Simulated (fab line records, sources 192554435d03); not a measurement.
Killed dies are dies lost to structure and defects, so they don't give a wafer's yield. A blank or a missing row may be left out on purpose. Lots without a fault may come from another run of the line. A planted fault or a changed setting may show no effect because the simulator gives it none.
One fault seen from 3 desks | flow n5_finfet | each desk has only its own numbers; what lay behind them comes last

THE METROLOGY DESK
What the gauges read, lot by lot, whatever tool the lot ran on: means of the sampled wafers that have a number. A lot is out of limits, marked OUT, if its mean lies more than 4 standard deviations from the usual mean; the brackets give that distance. Of its 12 readings 7 are shown: the one that was out of limits first, and those that lie furthest out on some lot.
Columns: A = IOFF_P at N5_BEOL_M4_RC_MEAS_101, usual 0.22 nA/um; B = ION_N at N5_BEOL_M4_RC_MEAS_101, usual 677 uA/um; C = ION_P at N5_BEOL_M4_RC_MEAS_101, usual 463 uA/um; D = SS_N at N5_BEOL_M4_RC_MEAS_101, usual 71.6 mV/dec; E = VT_P at N5_BEOL_M4_RC_MEAS_101, usual -250 mV; F = trench_depth_nm at N5_BEOL_M9_OCD_MEAS_38, usual 151.0 nm; G = M9_THK at N5_BEOL_M9_THK_MEAS_53, usual 142 nm
lot  | first seen here | A    | B   | C   | D    | E    | F     | G
L195 | day 8 08:12     | 0.19 | 678 | 457 | 71.3 | -254 | 150.9 | 143
L201 | day 9 19:58     | 0.19 | 673 | 460 | 71.1 | -250 | 154.8 | 145
L200 | day 9 20:15     | 0.19 | 673 | 465 | 71.0 | -252 | 150.0 | 142
L202 | day 10 03:37    | 0.20 | 677 | 463 | 70.9 | -251 | 152.0 | 143
L204 | day 10 20:40    | 0.21 | 675 | 453 | 72.1 | -251 | 149.5 | 138
L206 | day 11 03:25    | 0.22 | 665 | 456 | 72.0 | -249 | 150.6 | 178 (+11) OUT
L213 | day 12 10:23    | 0.29 | 691 | 478 | 71.6 | -242 | 148.8 | 141
L215 | day 13 21:04    | 0.20 | 656 | 460 | 71.2 | -250 | 152.2 | 144
L217 | day 14 23:12    | 0.24 | 667 | 461 | 72.4 | -248 | 148.4 | 140
This desk's finding: out of limits on L206; first on L206, day 13 04:24 (M9_THK at N5_BEOL_M9_THK_MEAS_53). In limits: L195, L201, L200, L202, L204, L213, L215, L217.

THE TOOL OWNER'S DESK: cmp-04
The tool's own readings at N5_BEOL_M9_CMP_52 (polishes, stops on SiCOH lowk, t overpolish 7 s, target thk 140 nm): means of the sampled wafers that have a number, for each lot that ran on this tool. A lot is out of limits, marked OUT, if its mean lies more than 4 standard deviations from the usual mean; the brackets give that distance.
Columns: A = barrier_field_endpoint_s at N5_BEOL_M9_CMP_52, usual 29.1 s; B = motor_current_A at N5_BEOL_M9_CMP_52, usual 5.7 A; C = overpolish_run_s at N5_BEOL_M9_CMP_52, usual 6.999 s; D = time_to_endpoint_s at N5_BEOL_M9_CMP_52, usual 67 s
lot  | first seen here | A               | B   | C                       | D
L195 | day 10 09:15    | 29.1            | 5.7 | 7.007                   | 68
L202 | day 12 01:47    | 29.0            | 5.7 | 7.011                   | 67
L204 | day 12 18:32    | 27.9            | 5.2 | 6.998                   | 60
L206 | day 13 04:08    | 35.1 (+6.9) OUT | 5.7 | 4.674 (-99 or more) OUT | 75
This desk's finding: out of limits on L206; first on L206, day 13 04:08 (barrier_field_endpoint_s at N5_BEOL_M9_CMP_52). In limits: L195, L202, L204.

THE DEFECT DESK
What the inspections along the route counted, lot by lot: means of the sampled wafers that have a number. A lot is out of limits, marked OUT, if its mean lies more than 4 standard deviations from the usual mean; the brackets give that distance.
Columns: A = raw_defect_count at N5_BEOL_M9_INSPECT_58, usual 77
lot  | first seen here | A
L195 | day 10 09:43    | 60
L201 | day 11 17:25    | 79
L200 | day 11 18:54    | 72
L202 | day 12 02:15    | 80
L204 | day 12 19:00    | 67
L206 | day 13 04:34    | 1440 (+57) OUT
L213 | day 14 07:33    | 146
L215 | day 16 07:58    | 58
L217 | day 16 23:20    | 64
This desk's finding: out of limits on L206; first on L206, day 13 04:34 (raw_defect_count at N5_BEOL_M9_INSPECT_58). In limits: L195, L201, L200, L202, L204, L213, L215, L217.

PUT TOGETHER
The tool owner's desk could have raised an alarm at day 13 04:08, on L206.
The metrology desk could have raised an alarm at day 13 04:24, on L206.
The defect desk could have raised an alarm at day 13 04:34, on L206.
Of the lots named, all ran N5_BEOL_M9_CMP_52 on cmp-04.

WHAT THE SIMULATOR HAD PUT IN
Process parameter drift: cmp-04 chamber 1, from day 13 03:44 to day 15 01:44, at N5_BEOL_M9_CMP_52. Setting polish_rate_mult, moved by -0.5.
Lots struck among those shown: L206.
Hours from the fault's start to each desk's first reading out of limits: the tool owner's desk, 0; the metrology desk, 1; the defect desk, 1.
